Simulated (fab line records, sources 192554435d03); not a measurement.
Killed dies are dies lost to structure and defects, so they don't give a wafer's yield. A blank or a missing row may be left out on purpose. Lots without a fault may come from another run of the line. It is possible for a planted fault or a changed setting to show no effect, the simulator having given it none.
Split-lot study :: flow n5-finfet :: route with 1938 steps; 7 lots, 21 wafers read

## THE SPLIT ITSELF
At N5_BEOL_M5_ETCH_72 (etches underlayer in N2/H2, target depth 6.5 nm, time 5.2 s), the setting bias-w was moved away from the recipe's 150 W on 3 of the 21 wafers read, by -7.5% to +14.6%. For the rest of the wafers, this setting stayed at what the recipe calls for.

The split's own step is where the reading is taken.

## THE READING
rf-vpp-V, in V, at N5_BEOL_M5_ETCH_72 (etches underlayer in N2/H2, target depth 6.5 nm, time 5.2 s). On this fab line, fault-free wafers typically give 523.0 V with a standard deviation of 3 V.

wafer: L074.1
tool, chamber at the split: rie-diel-06, 2
bias-w as run, W: 150
against the recipe: recipe
rf-vpp-V, V: 521.3
against lot-mates on the recipe: -

wafer: L074.2
tool, chamber at the split: rie-diel-06, 3
bias-w as run, W: 138.8
against the recipe: -7.5%
rf-vpp-V, V: 497.6
against lot-mates on the recipe: -23.7

wafer: L074.6
tool, chamber at the split: rie-diel-06, 1
bias-w as run, W: 138.8
against the recipe: -7.5%
rf-vpp-V, V: 496.2
against lot-mates on the recipe: -25.1

wafer: L076.1
tool, chamber at the split: rie-diel-06, 0
bias-w as run, W: 150
against the recipe: recipe
rf-vpp-V, V: 521.8
against lot-mates on the recipe: -

wafer: L076.3
tool, chamber at the split: rie-diel-06, 2
bias-w as run, W: 150
against the recipe: recipe
rf-vpp-V, V: 520.1
against lot-mates on the recipe: -

wafer: L076.6
tool, chamber at the split: rie-diel-06, 3
bias-w as run, W: 150
against the recipe: recipe
rf-vpp-V, V: 521.4
against lot-mates on the recipe: -

wafer: L078.3
tool, chamber at the split: rie-diel-02, 0
bias-w as run, W: 150
against the recipe: recipe
rf-vpp-V, V: 524.7
against lot-mates on the recipe: -

wafer: L078.4
tool, chamber at the split: rie-diel-02, 1
bias-w as run, W: 150
against the recipe: recipe
rf-vpp-V, V: 524.7
against lot-mates on the recipe: -

wafer: L078.6
tool, chamber at the split: rie-diel-02, 0
bias-w as run, W: 150
against the recipe: recipe
rf-vpp-V, V: 526.7
against lot-mates on the recipe: -

wafer: L081.1
tool, chamber at the split: rie-diel-05, 3
bias-w as run, W: 150
against the recipe: recipe
rf-vpp-V, V: 526.1
against lot-mates on the recipe: -

wafer: L081.2
tool, chamber at the split: rie-diel-05, 2
bias-w as run, W: 150
against the recipe: recipe
rf-vpp-V, V: 521.4
against lot-mates on the recipe: -

wafer: L081.6
tool, chamber at the split: rie-diel-05, 1
bias-w as run, W: 150
against the recipe: recipe
rf-vpp-V, V: 525.1
against lot-mates on the recipe: -

wafer: L080.1
tool, chamber at the split: rie-diel-05, 0
bias-w as run, W: 150
against the recipe: recipe
rf-vpp-V, V: 522.7
against lot-mates on the recipe: -

wafer: L080.3
tool, chamber at the split: rie-diel-05, 3
bias-w as run, W: 150
against the recipe: recipe
rf-vpp-V, V: 523.5
against lot-mates on the recipe: -

wafer: L080.5
tool, chamber at the split: rie-diel-05, 3
bias-w as run, W: 150
against the recipe: recipe
rf-vpp-V, V: 523.2
against lot-mates on the recipe: -

wafer: L088.2
tool, chamber at the split: rie-diel-06, 1
bias-w as run, W: 150
against the recipe: recipe
rf-vpp-V, V: 520.9
against lot-mates on the recipe: -

wafer: L088.3
tool, chamber at the split: rie-diel-06, 2
bias-w as run, W: 150
against the recipe: recipe
rf-vpp-V, V: 528.7
against lot-mates on the recipe: -

wafer: L088.5
tool, chamber at the split: rie-diel-06, 1
bias-w as run, W: 150
against the recipe: recipe
rf-vpp-V, V: 522.0
against lot-mates on the recipe: -

wafer: L097.2
tool, chamber at the split: rie-diel-05, 2
bias-w as run, W: 171.9
against the recipe: +14.6%
rf-vpp-V, V: 567.0
against lot-mates on the recipe: +44.6

wafer: L097.3
tool, chamber at the split: rie-diel-05, 0
bias-w as run, W: 150
against the recipe: recipe
rf-vpp-V, V: 523.2
against lot-mates on the recipe: -

wafer: L097.5
tool, chamber at the split: rie-diel-05, 0
bias-w as run, W: 150
against the recipe: recipe
rf-vpp-V, V: 521.6
against lot-mates on the recipe: -

THE FIT
A straight line over all 21 wafers: rf-vpp-V changes by +3.18 V for each +1% of bias-w; r = +0.98; the points scatter about the line by 2.4 V.
The same after taking each lot's own level away (the mean of its wafers on the recipe; 21 wafers): +3.13 V for each +1%; r = +0.99; scatter 1.7 V.
On that fit, the largest move of bias-w shifts the reading by 46 V.
The span of the lots' own levels, 521.10 to 525.37 V, comes to 1.4 times the standard deviation stated above.
So the lot-to-lot level changes the slope little: the two slopes agree.
Check: +47.7 V against its lot-mates is what the line predicts for one of the wafers moved furthest among these (+14.6%) when that wafer is left out of the fit. Against them it came out at +44.6 V.
Tool readings at the split's step, against how far the setting was moved: etch-rf-on-time-s r = -0.87; rf-vpp-V r = +0.98.

## THE OTHER SPLITS THESE WAFERS WENT THROUGH
Other splits were also applied to these wafers ahead of the reading. Each is held against what the fit with the lots' levels taken away leaves over:
other split on the same wafers: N5_BEOL_M4_HM_DEP_02 target-thk-a
wafers away from the commonest value: 6
r with rf-vpp-V (lot level and that fit taken away): -0.12

other split on the same wafers: N5_BEOL_M5_COAT_05 spin-rpm
wafers away from the commonest value: 11
r with rf-vpp-V (lot level and that fit taken away): +0.08

## THE WHOLE CHAIN: every reading that the file lists as answering this split, in the file's order
step: N5_BEOL_M5_ETCH_72
what it does: etches underlayer in N2/H2, target depth 6.5 nm, time 5.2 s
reading: etch-rf-on-time-s
change (the file's fit): withheld for each +1% of the setting
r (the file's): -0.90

step: N5_BEOL_M5_ETCH_72
what it does: etches underlayer in N2/H2, target depth 6.5 nm, time 5.2 s
reading: rf-vpp-V
change (the file's fit): +3.1 V for each +1% of the setting
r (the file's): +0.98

## THE FILE'S OWN FIT
rf-vpp-V changes by +3.1 V for each +1% of bias-w, r = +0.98.
